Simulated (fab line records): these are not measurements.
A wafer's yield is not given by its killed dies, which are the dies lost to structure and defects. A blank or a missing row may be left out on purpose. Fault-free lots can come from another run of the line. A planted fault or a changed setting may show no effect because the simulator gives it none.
Matching of chambers + flow n5_finfet + N5_BEOL_M13_ILD_DEP_00 on pecvd-03: 3 sister chambers
The step deposits SiOC from DEMS/O2, target thk 837.92 nm, time 166.4 s. 3 wafers are shown with their chamber, then 9 later ones without.

## EACH WAFER AND ITS CHAMBER
| wafer  | chamber | throttle_valve_pct (%) |
|--------|---------|------------------------|
| L090.6 | 2       | 11.2                   |
| L088.2 | 1       | 12.3                   |
| L088.4 | 0       | 12.5                   |

## WAFERS WHOSE CHAMBER IS MISSING
| wafer  | throttle_valve_pct (%) |
|--------|------------------------|
| L094.1 | 12.9                   |
| L094.3 | 12.2                   |
| L094.5 | 12.1                   |
| L095.3 | 12.4                   |
| L095.4 | 11.2                   |
| L095.5 | 12.4                   |
| L096.3 | 10.8                   |
| L096.5 | 10.8                   |
| L096.6 | 12.7                   |

## WHICH CHAMBER EACH WENT THROUGH
| wafer  | from the rows above     | in truth |
|--------|-------------------------|----------|
| L094.1 | can't be placed: 0 or 1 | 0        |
| L094.3 | can't be placed: 1 or 0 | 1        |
| L094.5 | can't be placed: 1 or 0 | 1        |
| L095.3 | can't be placed: 0 or 1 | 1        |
| L095.4 | 2                       | 2        |
| L095.5 | can't be placed: 0 or 1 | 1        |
| L096.3 | 2                       | 2        |
| L096.5 | 2                       | 2        |
| L096.6 | can't be placed: 0 or 1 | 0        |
Placed correctly: 3 of 9. Can't be placed from these rows: 6 (the true chamber is among the candidates in 6). 0 placed wrongly.
How it was worked out, from the rows above alone: a wafer's distance from a chamber is the root of the sum, over the readings, of the square of ((its reading less the chamber's mean) divided by the reading's scatter). If the next closest chamber is less than 2 further off than the closest, the wafer can't be placed; otherwise it belongs to the closest. A chamber's mean is the mean of its shown wafers. The scatter: root of mean squared gap, hidden wafer to nearest shown wafer, with one shown wafer a chamber.
